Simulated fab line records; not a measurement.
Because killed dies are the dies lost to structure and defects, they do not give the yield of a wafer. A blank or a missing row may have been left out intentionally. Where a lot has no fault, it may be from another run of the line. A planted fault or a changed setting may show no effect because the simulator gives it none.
Check of tool commonality / flow nandHarc / 11 lots and 42 wafers in the sample

THE REASON FOR OPENING IT
At NHARC_A_BONDPAD_OVL_MEAS_35 the reading overlayXNm is flagged on 3 of 11 lots. No-fault wafers: 2 nm, standard deviation 6.
Rule: a lot is flagged in two cases, either no wafer of it has a number, or all its wafers with numbers fall more than 4 standard deviations from that mean. As for the other lots, they are considered sound.

lot=L230; measured=day 24 22:58; on=overlay-01; overlayXNm (nm), wafer by wafer=-8 -8 -8; flag=
lot=L232; measured=day 25 08:07; on=overlay-01; overlayXNm (nm), wafer by wafer=3 3 3; flag=
lot=L235; measured=day 26 14:34; on=overlay-01; overlayXNm (nm), wafer by wafer=1 1 1; flag=
lot=L236; measured=day 26 18:34; on=overlay-02; overlayXNm (nm), wafer by wafer=5 5 6; flag=
lot=L237; measured=day 27 11:39; on=overlay-02; overlayXNm (nm), wafer by wafer=-10 -10 -9; flag=
lot=L240; measured=day 27 18:06; on=overlay-02; overlayXNm (nm), wafer by wafer=2 2 3; flag=
lot=L238; measured=day 27 18:46; on=overlay-01; overlayXNm (nm), wafer by wafer=0 -1 0; flag=
lot=L246; measured=day 31 00:00; on=overlay-01; overlayXNm (nm), wafer by wafer=29 29 30 30 30 29; flag=FLAGGED
lot=L247; measured=day 31 07:15; on=overlay-02; overlayXNm (nm), wafer by wafer=48 48 48 48 48 48; flag=FLAGGED
lot=L250; measured=day 32 14:20; on=overlay-02; overlayXNm (nm), wafer by wafer=48 48 48 48 48 48; flag=FLAGGED
lot=L251; measured=day 33 03:00; on=overlay-02; overlayXNm (nm), wafer by wafer=-4 -4 -5; flag=
On average the flagged lots' numbers are 42 nm, which is +40 nm against the usual, or +7 standard deviations.

EACH LOT AND THE TOOL IT RAN ON
Before the reading, the record contains 3 process steps out of a 1302-step route. In each cell: the tool, then ch and the chambers that the sampled wafers went through, then the start.
lot=L230; flag=; NHARC_A_M1_ANNEAL_31=rtpAnneal-02 ch 0, day 24 20:15; NHARC_A_BONDPAD_CMP_29=cmp-04 ch 1,2,3, day 24 22:14; NHARC_A_BONDPAD_EXPOSE_06=krfScanner-01 ch 0, day 24 22:43
lot=L232; flag=; NHARC_A_M1_ANNEAL_31=rtpAnneal-01 ch 0, day 25 05:21; NHARC_A_BONDPAD_CMP_29=cmp-02 ch 0,1,2, day 25 07:14; NHARC_A_BONDPAD_EXPOSE_06=krfScanner-04 ch 0, day 25 07:53
lot=L235; flag=; NHARC_A_M1_ANNEAL_31=rtpAnneal-01 ch 0, day 26 11:26; NHARC_A_BONDPAD_CMP_29=cmp-01 ch 0,1,3, day 26 13:42; NHARC_A_BONDPAD_EXPOSE_06=krfScanner-03 ch 0, day 26 14:19
lot=L236; flag=; NHARC_A_M1_ANNEAL_31=rtpAnneal-02 ch 0, day 26 15:47; NHARC_A_BONDPAD_CMP_29=cmp-01 ch 0,1,3, day 26 17:43; NHARC_A_BONDPAD_EXPOSE_06=krfScanner-01 ch 0, day 26 18:20
lot=L237; flag=; NHARC_A_M1_ANNEAL_31=rtpAnneal-01 ch 0, day 27 08:48; NHARC_A_BONDPAD_CMP_29=cmp-02 ch 2,3, day 27 10:43; NHARC_A_BONDPAD_EXPOSE_06=krfScanner-04 ch 0, day 27 11:25
lot=L240; flag=; NHARC_A_M1_ANNEAL_31=rtpAnneal-01 ch 0, day 27 15:23; NHARC_A_BONDPAD_CMP_29=cmp-01 ch 1,2,3, day 27 17:23; NHARC_A_BONDPAD_EXPOSE_06=krfScanner-04 ch 0, day 27 17:52
lot=L238; flag=; NHARC_A_M1_ANNEAL_31=rtpAnneal-02 ch 0, day 27 15:51; NHARC_A_BONDPAD_CMP_29=cmp-04 ch 0,1, day 27 17:59; NHARC_A_BONDPAD_EXPOSE_06=krfScanner-04 ch 0, day 27 18:32
lot=L246; flag=FLAGGED; NHARC_A_M1_ANNEAL_31=rtpAnneal-01 ch 0, day 30 21:14; NHARC_A_BONDPAD_CMP_29=cmp-04 ch 0,2, day 30 23:06; NHARC_A_BONDPAD_EXPOSE_06=krfScanner-04 ch 0, day 30 23:46
lot=L247; flag=FLAGGED; NHARC_A_M1_ANNEAL_31=rtpAnneal-01 ch 0, day 31 04:36; NHARC_A_BONDPAD_CMP_29=cmp-02 ch 0,2,3, day 31 06:28; NHARC_A_BONDPAD_EXPOSE_06=krfScanner-04 ch 0, day 31 07:01
lot=L250; flag=FLAGGED; NHARC_A_M1_ANNEAL_31=rtpAnneal-01 ch 0, day 32 11:29; NHARC_A_BONDPAD_CMP_29=cmp-01 ch 1,3, day 32 13:26; NHARC_A_BONDPAD_EXPOSE_06=krfScanner-04 ch 0, day 32 14:05
lot=L251; flag=; NHARC_A_M1_ANNEAL_31=rtpAnneal-02 ch 0, day 33 00:11; NHARC_A_BONDPAD_CMP_29=cmp-01 ch 0,3, day 33 02:07; NHARC_A_BONDPAD_EXPOSE_06=krfScanner-01 ch 0, day 33 02:46
These steps, and what they do:
- NHARC_A_M1_ANNEAL_31: time 90 s.
- NHARC_A_BONDPAD_CMP_29: polishes SiCN, target thk 200 nm.
- NHARC_A_BONDPAD_EXPOSE_06: exposes mask A BPAD.
- NHARC_A_BONDPAD_OVL_MEAS_35

FLAGGED OVER TOTAL, TOOL BY TOOL (the gauges that took the reading come last)
step=NHARC_A_M1_ANNEAL_31; tool=rtpAnneal-01; lots run=7; flagged=3; share of the flagged lots=all; sound lots run after its first flagged lot=0
step=NHARC_A_M1_ANNEAL_31; tool=rtpAnneal-02; lots run=4; flagged=0; share of the flagged lots=none; sound lots run after its first flagged lot=-
step=NHARC_A_BONDPAD_CMP_29; tool=cmp-01; lots run=5; flagged=1; share of the flagged lots=some; sound lots run after its first flagged lot=1 (L251)
step=NHARC_A_BONDPAD_CMP_29; tool=cmp-02; lots run=3; flagged=1; share of the flagged lots=some; sound lots run after its first flagged lot=0
step=NHARC_A_BONDPAD_CMP_29; tool=cmp-04; lots run=3; flagged=1; share of the flagged lots=some; sound lots run after its first flagged lot=0
step=NHARC_A_BONDPAD_EXPOSE_06; tool=krfScanner-01; lots run=3; flagged=0; share of the flagged lots=none; sound lots run after its first flagged lot=-
step=NHARC_A_BONDPAD_EXPOSE_06; tool=krfScanner-03; lots run=1; flagged=0; share of the flagged lots=none; sound lots run after its first flagged lot=-
step=NHARC_A_BONDPAD_EXPOSE_06; tool=krfScanner-04; lots run=7; flagged=3; share of the flagged lots=all; sound lots run after its first flagged lot=0
step=NHARC_A_BONDPAD_OVL_MEAS_35; tool=overlay-01; lots run=5; flagged=1; share of the flagged lots=some; sound lots run after its first flagged lot=0
step=NHARC_A_BONDPAD_OVL_MEAS_35; tool=overlay-02; lots run=6; flagged=2; share of the flagged lots=some; sound lots run after its first flagged lot=1 (L251)

WHAT THE TABLE PERMITS
Every flagged lot went through 2 rows of the table: rtpAnneal-01 at NHARC_A_M1_ANNEAL_31 and krfScanner-04 at NHARC_A_BONDPAD_EXPOSE_06.
- rtpAnneal-01 at NHARC_A_M1_ANNEAL_31: 3 of its 7 lots flagged. A fault beginning between L240 (day 27 15:23), its last sound lot, and L246 (day 30 21:14), its first flagged one, fits the data.
- krfScanner-04 at NHARC_A_BONDPAD_EXPOSE_06: 3 of its 7 lots flagged. A fault beginning between L238 (day 27 18:32), its last sound lot, and L246 (day 30 23:46), its first flagged one, fits the data.
A lot count leaves these 2 tools indistinguishable: every one of them fits a fault beginning at some hour. More lots, or a look at what each step does to the wafer, might.

WHAT HAD BEEN PUT IN BY THE SIMULATOR
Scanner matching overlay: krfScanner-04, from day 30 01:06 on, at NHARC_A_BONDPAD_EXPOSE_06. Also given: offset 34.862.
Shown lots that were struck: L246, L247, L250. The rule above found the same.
